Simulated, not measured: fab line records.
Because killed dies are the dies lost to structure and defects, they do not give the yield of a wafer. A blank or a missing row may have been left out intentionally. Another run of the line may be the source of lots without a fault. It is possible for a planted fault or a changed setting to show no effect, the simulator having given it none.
Which of the tools did it? :: flow n5Finfet :: Sampling: 24 lots, 72 wafers, 6 of 1938 route steps

WHAT THE GAUGES READ, wafer by wafer
N5_MOL_CONTACT_COAG_INSPECT_10: inspects for defects (brightfield).
lot: L074
measured: day 4 22:54
on: defectInspect-02
rawDefectCount: 66 74 42

lot: L075
measured: day 5 04:43
on: defectInspect-02
rawDefectCount: 79 117 65

lot: L076
measured: day 5 09:04
on: defectInspect-02
rawDefectCount: 73 79 69

lot: L077
measured: day 5 10:21
on: defectInspect-02
rawDefectCount: 50 42 31

lot: L078
measured: day 5 17:13
on: defectInspect-02
rawDefectCount: 69 40 40

lot: L079
measured: day 6 00:06
on: defectInspect-02
rawDefectCount: 124 51 58

lot: L080
measured: day 6 05:04
on: defectInspect-01
rawDefectCount: 60 79 36

lot: L081
measured: day 6 10:38
on: defectInspect-01
rawDefectCount: 42 50 42

lot: L082
measured: day 6 16:08
on: defectInspect-02
rawDefectCount: 114 84 176

lot: L083
measured: day 6 20:16
on: defectInspect-01
rawDefectCount: 32 55 52

lot: L084
measured: day 7 02:22
on: defectInspect-01
rawDefectCount: 53 59 67

lot: L085
measured: day 7 11:58
on: defectInspect-01
rawDefectCount: 46 66 74

lot: L086
measured: day 7 16:46
on: defectInspect-02
rawDefectCount: 78 52 72

lot: L087
measured: day 7 22:02
on: defectInspect-02
rawDefectCount: 73 44 54

lot: L088
measured: day 8 05:03
on: defectInspect-02
rawDefectCount: 40 41 59

lot: L089
measured: day 8 12:56
on: defectInspect-01
rawDefectCount: 57 86 54

lot: L090
measured: day 8 15:23
on: defectInspect-01
rawDefectCount: 97 72 83

lot: L091
measured: day 8 23:07
on: defectInspect-02
rawDefectCount: 49 37 50

lot: L092
measured: day 9 05:43
on: defectInspect-02
rawDefectCount: 79 98 72

lot: L093
measured: day 9 11:26
on: defectInspect-02
rawDefectCount: 40 57 130

lot: L094
measured: day 9 17:13
on: defectInspect-02
rawDefectCount: 60 42 52

lot: L095
measured: day 9 21:47
on: defectInspect-01
rawDefectCount: 56 58 44

lot: L096
measured: day 10 04:41
on: defectInspect-01
rawDefectCount: 59 39 44

lot: L097
measured: day 10 11:29
on: defectInspect-01
rawDefectCount: 43 80 63

N5_MOL_CONTACT_COAG_CD_MEAS_84 targets a cd of 25.1 nm.
lot: L074
measured: day 5 11:53
on: cdSem-02
cdNm (nm): 25.13 24.81 25.30

lot: L075
measured: day 5 14:24
on: cdSem-02
cdNm (nm): 25.39 24.90 24.72

lot: L076
measured: day 5 19:25
on: cdSem-01
cdNm (nm): 25.03 24.89 24.80

lot: L077
measured: day 5 19:50
on: cdSem-01
cdNm (nm): 25.20 25.20 25.32

lot: L078
measured: day 6 02:38
on: cdSem-02
cdNm (nm): 25.34 25.25 25.35

lot: L079
measured: day 6 10:07
on: cdSem-02
cdNm (nm): 25.04 25.19 25.32

lot: L080
measured: day 6 15:07
on: cdSem-01
cdNm (nm): 25.18 25.81 25.53

lot: L081
measured: day 6 19:41
on: cdSem-03
cdNm (nm): 25.01 25.26 24.78

lot: L082
measured: day 7 00:48
on: cdSem-02
cdNm (nm): 25.07 24.98 24.69

lot: L083
measured: day 7 10:40
on: cdSem-01
cdNm (nm): 25.37 24.98 25.51

lot: L084
measured: day 7 15:17
on: cdSem-03
cdNm (nm): 25.15 25.43 25.28

lot: L085
measured: day 7 22:21
on: cdSem-03
cdNm (nm): 25.20 25.23 25.09

lot: L086
measured: day 8 02:12
on: cdSem-03
cdNm (nm): 25.10 25.47 24.96

lot: L087
measured: day 8 07:26
on: cdSem-02
cdNm (nm): 25.43 25.69 25.18

lot: L088
measured: day 8 15:40
on: cdSem-02
cdNm (nm): 25.11 24.73 24.90

lot: L089
measured: day 9 01:56
on: cdSem-02
cdNm (nm): 24.92 25.40 25.01

lot: L090
measured: day 9 01:43
on: cdSem-03
cdNm (nm): 25.27 24.85 25.35

lot: L091
measured: day 9 08:45
on: cdSem-03
cdNm (nm): 25.30 25.25 25.22

lot: L092
measured: day 9 15:32
on: cdSem-01
cdNm (nm): 25.36 25.40 25.59

lot: L093
measured: day 9 19:50
on: cdSem-02
cdNm (nm): 25.21 25.06 25.30

lot: L094
measured: day 10 03:01
on: cdSem-01
cdNm (nm): 25.27 25.04 24.92

lot: L095
measured: day 10 06:38
on: cdSem-01
cdNm (nm): 25.54 25.03 25.37

lot: L096
measured: day 10 13:13
on: cdSem-03
cdNm (nm): 25.45 25.14 25.17

lot: L097
measured: day 10 19:29
on: cdSem-03
cdNm (nm): 25.47 24.80 25.03

N5_MOL_CONTACT_COAG_CD_MEAS_137 targets a cd of 16 nm.
lot: L074
measured: day 5 12:55
on: cdSem-02
cdNm (nm): 15.88 15.89 15.96

lot: L075
measured: day 5 15:22
on: cdSem-02
cdNm (nm): 15.75 16.50 15.73

lot: L076
measured: day 5 20:31
on: cdSem-03
cdNm (nm): 15.85 15.71 15.44

lot: L077
measured: day 5 21:05
on: cdSem-03
cdNm (nm): 15.90 16.35 15.96

lot: L078
measured: day 6 03:34
on: cdSem-02
cdNm (nm): 15.98 15.98 15.96

lot: L079
measured: day 6 11:10
on: cdSem-03
cdNm (nm): 15.69 14.93 15.32

lot: L080
measured: day 6 16:05
on: cdSem-03
cdNm (nm): 15.80 16.19 16.03

lot: L081
measured: day 6 21:01
on: cdSem-03
cdNm (nm): 15.88 15.56 15.85

lot: L082
measured: day 7 01:52
on: cdSem-01
cdNm (nm): 15.58 15.79 15.69

lot: L083
measured: day 7 11:35
on: cdSem-01
cdNm (nm): 15.57 15.84 15.80

lot: L084
measured: day 7 16:13
on: cdSem-02
cdNm (nm): 15.72 16.25 16.29

lot: L085
measured: day 8 00:05
on: cdSem-02
cdNm (nm): 15.91 16.32 16.03

lot: L086
measured: day 8 03:10
on: cdSem-03
cdNm (nm): 15.94 15.68 15.39

lot: L087
measured: day 8 08:48
on: cdSem-03
cdNm (nm): 15.24 15.83 16.42

lot: L088
measured: day 8 16:38
on: cdSem-02
cdNm (nm): 15.93 15.93 16.35

lot: L089
measured: day 9 03:06
on: cdSem-02
cdNm (nm): 15.90 15.99 16.10

lot: L090
measured: day 9 02:59
on: cdSem-03
cdNm (nm): 15.59 15.80 15.64

lot: L091
measured: day 9 09:41
on: cdSem-02
cdNm (nm): 16.01 16.02 15.91

lot: L092
measured: day 9 16:44
on: cdSem-03
cdNm (nm): 16.19 15.52 16.29

lot: L093
measured: day 9 20:52
on: cdSem-01
cdNm (nm): 16.05 16.19 15.92

lot: L094
measured: day 10 03:56
on: cdSem-03
cdNm (nm): 15.84 16.17 15.70

lot: L095
measured: day 10 07:58
on: cdSem-02
cdNm (nm): 15.68 15.73 15.27

lot: L096
measured: day 10 14:09
on: cdSem-02
cdNm (nm): 16.19 15.67 16.12

lot: L097
measured: day 10 20:26
on: cdSem-03
cdNm (nm): 16.36 15.66 16.13

N5_MOL_CONTACT_COAG_CD_MEAS_40 targets a cd of 25.1 nm.
lot: L074
measured: day 5 13:22
on: cdSem-03
cdNm (nm): 24.71 25.07 25.07

lot: L075
measured: day 5 15:49
on: cdSem-01
cdNm (nm): 25.11 24.98 24.86

lot: L076
measured: day 5 20:58
on: cdSem-03
cdNm (nm): 25.04 24.82 24.61

lot: L077
measured: day 5 21:32
on: cdSem-01
cdNm (nm): 25.01 24.80 24.89

lot: L078
measured: day 6 04:01
on: cdSem-02
cdNm (nm): 25.31 24.75 24.89

lot: L079
measured: day 6 11:29
on: cdSem-02
cdNm (nm): 24.86 25.11 24.80

lot: L080
measured: day 6 16:31
on: cdSem-03
cdNm (nm): 24.98 25.35 25.23

lot: L081
measured: day 6 21:28
on: cdSem-02
cdNm (nm): 25.29 25.06 25.24

lot: L082
measured: day 7 02:11
on: cdSem-02
cdNm (nm): 24.90 24.79 25.11

lot: L083
measured: day 7 11:55
on: cdSem-01
cdNm (nm): 24.97 24.76 24.76

lot: L084
measured: day 7 16:32
on: cdSem-02
cdNm (nm): 24.66 25.60 24.81

lot: L085
measured: day 8 00:32
on: cdSem-01
cdNm (nm): 25.02 25.24 25.18

lot: L086
measured: day 8 03:29
on: cdSem-03
cdNm (nm): 25.47 25.30 24.86

lot: L087
measured: day 8 09:07
on: cdSem-02
cdNm (nm): 25.07 24.74 25.55

lot: L088
measured: day 8 17:05
on: cdSem-02
cdNm (nm): 25.02 24.79 24.92

lot: L089
measured: day 9 03:29
on: cdSem-02
cdNm (nm): 24.68 24.73 25.38

lot: L090
measured: day 9 03:26
on: cdSem-03
cdNm (nm): 25.24 25.34 25.03

lot: L091
measured: day 9 10:00
on: cdSem-03
cdNm (nm): 24.98 25.32 24.99

lot: L092
measured: day 9 17:24
on: cdSem-03
cdNm (nm): 25.42 25.15 25.12

lot: L093
measured: day 9 21:18
on: cdSem-01
cdNm (nm): 25.16 25.07 25.24

lot: L094
measured: day 10 04:23
on: cdSem-01
cdNm (nm): 25.03 25.15 25.15

lot: L095
measured: day 10 08:25
on: cdSem-02
cdNm (nm): 24.67 25.31 25.37

lot: L096
measured: day 10 14:37
on: cdSem-03
cdNm (nm): 25.35 25.00 25.12

lot: L097
measured: day 10 20:46
on: cdSem-03
cdNm (nm): 25.28 24.80 25.01

WHICH TOOL RAN EACH LOT (tool, then ch and the chambers of the sampled wafers, then the start)
lot: L074
N5_GATE_CUT_STRIP_42: rieDiel-04 ch 0,2,3, day 4 19:20
N5_MOL_CONTACT_COAG_CMP_23: cmp-01 ch 0,2,3, day 5 07:47

lot: L075
N5_GATE_CUT_STRIP_42: rieDiel-01 ch 0,1,3, day 5 00:53
N5_MOL_CONTACT_COAG_CMP_23: cmp-04 ch 2,3, day 5 10:44

lot: L076
N5_GATE_CUT_STRIP_42: rieDiel-01 ch 0,1,3, day 5 04:32
N5_MOL_CONTACT_COAG_CMP_23: cmp-02 ch 1,2,3, day 5 15:31

lot: L077
N5_GATE_CUT_STRIP_42: rieDiel-03 ch 0,2, day 5 06:50
N5_MOL_CONTACT_COAG_CMP_23: cmp-01 ch 0,2,3, day 5 15:58

lot: L078
N5_GATE_CUT_STRIP_42: rieDiel-01 ch 0,1, day 5 13:43
N5_MOL_CONTACT_COAG_CMP_23: cmp-01 ch 1,3, day 5 22:59

lot: L079
N5_GATE_CUT_STRIP_42: rieDiel-01 ch 1,3, day 5 20:35
N5_MOL_CONTACT_COAG_CMP_23: cmp-01 ch 1,3, day 6 06:34

lot: L080
N5_GATE_CUT_STRIP_42: rieDiel-03 ch 1,3, day 6 01:22
N5_MOL_CONTACT_COAG_CMP_23: cmp-01 ch 0,1,3, day 6 11:33

lot: L081
N5_GATE_CUT_STRIP_42: rieDiel-04 ch 1,2,3, day 6 07:00
N5_MOL_CONTACT_COAG_CMP_23: cmp-01 ch 1,3, day 6 15:55

lot: L082
N5_GATE_CUT_STRIP_42: rieDiel-01 ch 2,3, day 6 12:31
N5_MOL_CONTACT_COAG_CMP_23: cmp-02 ch 1,2,3, day 6 21:10

lot: L083
N5_GATE_CUT_STRIP_42: rieDiel-04 ch 2,3, day 6 16:28
N5_MOL_CONTACT_COAG_CMP_23: cmp-02 ch 1,2, day 7 02:29

lot: L084
N5_GATE_CUT_STRIP_42: rieDiel-03 ch 1,2,3, day 6 22:35
N5_MOL_CONTACT_COAG_CMP_23: cmp-02 ch 0,1,3, day 7 11:36

lot: L085
N5_GATE_CUT_STRIP_42: rieDiel-01 ch 1,2,3, day 7 08:13
N5_MOL_CONTACT_COAG_CMP_23: cmp-02 ch 0,2,3, day 7 18:44

lot: L086
N5_GATE_CUT_STRIP_42: rieDiel-04 ch 1,2,3, day 7 13:14
N5_MOL_CONTACT_COAG_CMP_23: cmp-02 ch 0,2, day 7 21:48

lot: L087
N5_GATE_CUT_STRIP_42: rieDiel-04 ch 0,3, day 7 18:27
N5_MOL_CONTACT_COAG_CMP_23: cmp-02 ch 0,1,2, day 8 03:50

lot: L088
N5_GATE_CUT_STRIP_42: rieDiel-01 ch 0,1,2, day 8 01:32
N5_MOL_CONTACT_COAG_CMP_23: cmp-01 ch 0,1,2, day 8 10:19

lot: L089
N5_GATE_CUT_STRIP_42: rieDiel-03 ch 2,3, day 8 09:10
N5_MOL_CONTACT_COAG_CMP_23: cmp-04 ch 0,1, day 8 20:25

lot: L090
N5_GATE_CUT_STRIP_42: rieDiel-03 ch 0,2,3, day 8 11:38
N5_MOL_CONTACT_COAG_CMP_23: cmp-01 ch 2,3, day 8 20:29

lot: L091
N5_GATE_CUT_STRIP_42: rieDiel-04 ch 0,1,2, day 8 19:37
N5_MOL_CONTACT_COAG_CMP_23: cmp-01 ch 0,1,2, day 9 05:11

lot: L092
N5_GATE_CUT_STRIP_42: rieDiel-01 ch 0,1,2, day 9 02:07
N5_MOL_CONTACT_COAG_CMP_23: cmp-02 ch 0,1,2, day 9 11:52

lot: L093
N5_GATE_CUT_STRIP_42: rieDiel-01 ch 0,1,2, day 9 07:49
N5_MOL_CONTACT_COAG_CMP_23: cmp-04 ch 0,2,3, day 9 16:19

lot: L094
N5_GATE_CUT_STRIP_42: rieDiel-04 ch 1,3, day 9 12:41
N5_MOL_CONTACT_COAG_CMP_23: cmp-01 ch 0,1,3, day 9 23:20

lot: L095
N5_GATE_CUT_STRIP_42: rieDiel-01 ch 0,2,3, day 9 18:09
N5_MOL_CONTACT_COAG_CMP_23: cmp-02 ch 0,1,3, day 10 02:56

lot: L096
N5_GATE_CUT_STRIP_42: rieDiel-01 ch 1,2,3, day 10 00:58
N5_MOL_CONTACT_COAG_CMP_23: cmp-02 ch 0,2, day 10 09:39

lot: L097
N5_GATE_CUT_STRIP_42: rieDiel-04 ch 0,3, day 10 07:58
N5_MOL_CONTACT_COAG_CMP_23: cmp-04 ch 2,3, day 10 15:57
- N5_GATE_CUT_STRIP_42: strips in O2.
- N5_MOL_CONTACT_COAG_CMP_23: polishes, stops on SiO2, t overpolish 1.5 s, target thk 0 nm.

WHAT THE TOOLS THEMSELVES READ (means of the sampled wafers that have a number; where no wafer has one, the mark that the record gives instead)
N5_GATE_CUT_STRIP_42.
lot: L074
tool: rieDiel-04
drypumpMotorCurrentA (A): 6.0
oesProductAu (a.u.): 0.70
rfVppV (V): 4.1
showerheadPlenumPTorr (Torr): 2.11
throttleValvePct (%): 17.1

lot: L075
tool: rieDiel-01
drypumpMotorCurrentA (A): 5.4
oesProductAu (a.u.): 0.87
rfVppV (V): 3.0
showerheadPlenumPTorr (Torr): 2.09
throttleValvePct (%): 16.6

lot: L076
tool: rieDiel-01
drypumpMotorCurrentA (A): 5.5
oesProductAu (a.u.): 0.87
rfVppV (V): 3.3
showerheadPlenumPTorr (Torr): 2.09
throttleValvePct (%): 16.6

lot: L077
tool: rieDiel-03
drypumpMotorCurrentA (A): 5.2
oesProductAu (a.u.): 0.83
rfVppV (V): 4.0
showerheadPlenumPTorr (Torr): 2.09
throttleValvePct (%): 16.5

lot: L078
tool: rieDiel-01
drypumpMotorCurrentA (A): 4.9
oesProductAu (a.u.): 0.86
rfVppV (V): 3.6
showerheadPlenumPTorr (Torr): 2.11
throttleValvePct (%): 16.6

lot: L079
tool: rieDiel-01
drypumpMotorCurrentA (A): 5.6
oesProductAu (a.u.): 0.79
rfVppV (V): 3.3
showerheadPlenumPTorr (Torr): 2.07
throttleValvePct (%): 16.8

lot: L080
tool: rieDiel-03
drypumpMotorCurrentA (A): 6.0
oesProductAu (a.u.): 0.75
rfVppV (V): 3.7
showerheadPlenumPTorr (Torr): 2.15
throttleValvePct (%): 16.6

lot: L081
tool: rieDiel-04
drypumpMotorCurrentA (A): 6.3
oesProductAu (a.u.): 0.83
rfVppV (V): 3.4
showerheadPlenumPTorr (Torr): 2.10
throttleValvePct (%): 16.8

lot: L082
tool: rieDiel-01
drypumpMotorCurrentA (A): 6.3
oesProductAu (a.u.): 0.94
rfVppV (V): 3.1
showerheadPlenumPTorr (Torr): 2.05
throttleValvePct (%): 16.4

lot: L083
tool: rieDiel-04
drypumpMotorCurrentA (A): 6.0
oesProductAu (a.u.): 0.87
rfVppV (V): 3.7
showerheadPlenumPTorr (Torr): 2.12
throttleValvePct (%): 16.8

lot: L084
tool: rieDiel-03
drypumpMotorCurrentA (A): 5.7
oesProductAu (a.u.): 0.73
rfVppV (V): 3.7
showerheadPlenumPTorr (Torr): 2.09
throttleValvePct (%): 16.7

lot: L085
tool: rieDiel-01
drypumpMotorCurrentA (A): 5.9
oesProductAu (a.u.): 0.87
rfVppV (V): 3.5
showerheadPlenumPTorr (Torr): 2.05
throttleValvePct (%): 16.5

lot: L086
tool: rieDiel-04
drypumpMotorCurrentA (A): 6.3
oesProductAu (a.u.): 0.81
rfVppV (V): 3.9
showerheadPlenumPTorr (Torr): 2.10
throttleValvePct (%): 16.8

lot: L087
tool: rieDiel-04
drypumpMotorCurrentA (A): 6.3
oesProductAu (a.u.): 0.70
rfVppV (V): 3.7
showerheadPlenumPTorr (Torr): 2.05
throttleValvePct (%): 17.1

lot: L088
tool: rieDiel-01
drypumpMotorCurrentA (A): 5.3
oesProductAu (a.u.): 0.87
rfVppV (V): 4.0
showerheadPlenumPTorr (Torr): 2.07
throttleValvePct (%): 16.5

lot: L089
tool: rieDiel-03
drypumpMotorCurrentA (A): 5.7
oesProductAu (a.u.): 0.71
rfVppV (V): 3.3
showerheadPlenumPTorr (Torr): 2.06
throttleValvePct (%): 16.9

lot: L090
tool: rieDiel-03
drypumpMotorCurrentA (A): 5.6
oesProductAu (a.u.): 0.76
rfVppV (V): 3.7
showerheadPlenumPTorr (Torr): 2.10
throttleValvePct (%): 16.6

lot: L091
tool: rieDiel-04
drypumpMotorCurrentA (A): 6.0
oesProductAu (a.u.): 0.78
rfVppV (V): 3.4
showerheadPlenumPTorr (Torr): 2.14
throttleValvePct (%): 16.9

lot: L092
tool: rieDiel-01
drypumpMotorCurrentA (A): 5.3
oesProductAu (a.u.): 0.85
rfVppV (V): 4.0
showerheadPlenumPTorr (Torr): 2.07
throttleValvePct (%): 16.5

lot: L093
tool: rieDiel-01
drypumpMotorCurrentA (A): 5.3
oesProductAu (a.u.): 0.84
rfVppV (V): 3.6
showerheadPlenumPTorr (Torr): 2.07
throttleValvePct (%): 16.5

lot: L094
tool: rieDiel-04
drypumpMotorCurrentA (A): 6.6
oesProductAu (a.u.): 0.74
rfVppV (V): 4.2
showerheadPlenumPTorr (Torr): 2.04
throttleValvePct (%): 17.0

lot: L095
tool: rieDiel-01
drypumpMotorCurrentA (A): 5.7
oesProductAu (a.u.): 0.90
rfVppV (V): 3.8
showerheadPlenumPTorr (Torr): 2.06
throttleValvePct (%): 16.3

lot: L096
tool: rieDiel-01
drypumpMotorCurrentA (A): 5.9
oesProductAu (a.u.): 0.83
rfVppV (V): 3.7
showerheadPlenumPTorr (Torr): 2.05
throttleValvePct (%): 16.5

lot: L097
tool: rieDiel-04
drypumpMotorCurrentA (A): 6.3
oesProductAu (a.u.): 0.80
rfVppV (V): 3.6
showerheadPlenumPTorr (Torr): 2.05
throttleValvePct (%): 17.0

N5_MOL_CONTACT_COAG_CMP_23.
lot: L074
tool: cmp-01
motorCurrentA (A): 7.8
overpolishRunS (s): 1.499
padLifeWafers: 1309
platenRpm (rpm): 50.33
slurryFlowMlMin: 150.1
timeToEndpointS (s): 7.1

lot: L075
tool: cmp-04
motorCurrentA (A): 7.3
overpolishRunS (s): 1.501
padLifeWafers: 493
platenRpm (rpm): 50.31
slurryFlowMlMin: 150.2
timeToEndpointS (s): 8.1

lot: L076
tool: cmp-02
motorCurrentA (A): 8.0
overpolishRunS (s): 1.494
padLifeWafers: 1021
platenRpm (rpm): 50.27
slurryFlowMlMin: 149.5
timeToEndpointS (s): 8.1

lot: L077
tool: cmp-01
motorCurrentA (A): 7.8
overpolishRunS (s): 1.496
padLifeWafers: 1387
platenRpm (rpm): 50.31
slurryFlowMlMin: 150.0
timeToEndpointS (s): 6.6

lot: L078
tool: cmp-01
motorCurrentA (A): 7.9
overpolishRunS (s): 1.500
padLifeWafers: 1442
platenRpm (rpm): 50.31
slurryFlowMlMin: 150.0
timeToEndpointS (s): 5.6

lot: L079
tool: cmp-01
motorCurrentA (A): 7.9
overpolishRunS (s): 1.502
padLifeWafers: 1507
platenRpm (rpm): 50.25
slurryFlowMlMin: 150.3
timeToEndpointS (s): 7.6

lot: L080
tool: cmp-01
motorCurrentA (A): 8.0
overpolishRunS (s): 1.498
padLifeWafers: 1544
platenRpm (rpm): 50.30
slurryFlowMlMin: 150.3
timeToEndpointS (s): 8.6

lot: L081
tool: cmp-01
motorCurrentA (A): 8.2
overpolishRunS (s): 1.500
padLifeWafers: 1574
platenRpm (rpm): 50.29
slurryFlowMlMin: 150.1
timeToEndpointS (s): 9.2

lot: L082
tool: cmp-02
motorCurrentA (A): 8.1
overpolishRunS (s): 1.495
padLifeWafers: 1286
platenRpm (rpm): 50.29
slurryFlowMlMin: 149.6
timeToEndpointS (s): 6.3

lot: L083
tool: cmp-02
motorCurrentA (A): 8.2
overpolishRunS (s): 1.501
padLifeWafers: 1326
platenRpm (rpm): 50.25
slurryFlowMlMin: 150.1
timeToEndpointS (s): 7.8

lot: L084
tool: cmp-02
motorCurrentA (A): 8.2
overpolishRunS (s): 1.503
padLifeWafers: 1393
platenRpm (rpm): 50.29
slurryFlowMlMin: 150.1
timeToEndpointS (s): 8.7

lot: L085
tool: cmp-02
motorCurrentA (A): 7.7
overpolishRunS (s): 1.496
padLifeWafers: 1442
platenRpm (rpm): 50.29
slurryFlowMlMin: 149.4
timeToEndpointS (s): 9.2

lot: L086
tool: cmp-02
motorCurrentA (A): 7.2
overpolishRunS (s): 1.501
padLifeWafers: 1477
platenRpm (rpm): 50.31
slurryFlowMlMin: 150.5
timeToEndpointS (s): 11.3

lot: L087
tool: cmp-02
motorCurrentA (A): 7.7
overpolishRunS (s): 1.501
padLifeWafers: 1520
platenRpm (rpm): 50.30
slurryFlowMlMin: 149.9
timeToEndpointS (s): 8.3

lot: L088
tool: cmp-01
motorCurrentA (A): 8.0
overpolishRunS (s): 1.511
padLifeWafers: 1957
platenRpm (rpm): 50.27
slurryFlowMlMin: 149.9
timeToEndpointS (s): 5.7

lot: L089
tool: cmp-04
motorCurrentA (A): 8.0
overpolishRunS (s): 1.489
padLifeWafers: 1124
platenRpm (rpm): 50.29
slurryFlowMlMin: 149.6
timeToEndpointS (s): 8.4

lot: L090
tool: cmp-01
motorCurrentA (A): 7.9
overpolishRunS (s): 1.496
padLifeWafers: 2036
platenRpm (rpm): 50.34
slurryFlowMlMin: 150.4
timeToEndpointS (s): 8.7

lot: L091
tool: cmp-01
motorCurrentA (A): 7.8
overpolishRunS (s): 1.494
padLifeWafers: 2113
platenRpm (rpm): 50.27
slurryFlowMlMin: 150.3
timeToEndpointS (s): 4.3

lot: L092
tool: cmp-02
motorCurrentA (A): 7.5
overpolishRunS (s): 1.494
padLifeWafers: 1754
platenRpm (rpm): 50.28
slurryFlowMlMin: 150.3
timeToEndpointS (s): 6.1

lot: L093
tool: cmp-04
motorCurrentA (A): 7.8
overpolishRunS (s): 1.499
padLifeWafers: 1286
platenRpm (rpm): 50.28
slurryFlowMlMin: 150.3
timeToEndpointS (s): 10.0

lot: L094
tool: cmp-01
motorCurrentA (A): 8.0
overpolishRunS (s): 1.501
padLifeWafers: 63
platenRpm (rpm): 50.30
slurryFlowMlMin: 150.0
timeToEndpointS (s): 5.4

lot: L095
tool: cmp-02
motorCurrentA (A): 8.2
overpolishRunS (s): 1.495
padLifeWafers: 1904
platenRpm (rpm): 50.29
slurryFlowMlMin: 149.7
timeToEndpointS (s): 8.8

lot: L096
tool: cmp-02
motorCurrentA (A): 7.1
overpolishRunS (s): 1.505
padLifeWafers: 1963
platenRpm (rpm): 50.25
slurryFlowMlMin: 150.1
timeToEndpointS (s): 11.3

lot: L097
tool: cmp-04
motorCurrentA (A): 7.4
overpolishRunS (s): 1.496
padLifeWafers: 1453
platenRpm (rpm): 50.27
slurryFlowMlMin: 150.0
timeToEndpointS (s): 9.7

THE ANSWER, worked out from the rows above alone
Rule: what is usual is taken from the lots themselves. Put in order of their means at a reading, lots are off if they are a third of the lots or fewer, leave a main group of 4 or more, and stand apart from it by a gap of 3 or more times the standard deviation of the main group's means; of several such gaps the widest counts. The tables above print the reading to a certain number of digits; a main group whose means all agree to those digits is not used. A lot without any number at a reading at which 4 lots or more have one is off too. Any other lot the step has rows for is counted as sound. After the gauges, taken in route order, come the tools' own readings; for these a lot's mean is taken, as printed above. The first step at which some lot is off is used, and at that step the reading that is off furthest; a lot without a number counts as furthest.
Across all readings shown, no lot is off: no conclusion can be drawn from this.

WHAT THE SIMULATOR PUT IN
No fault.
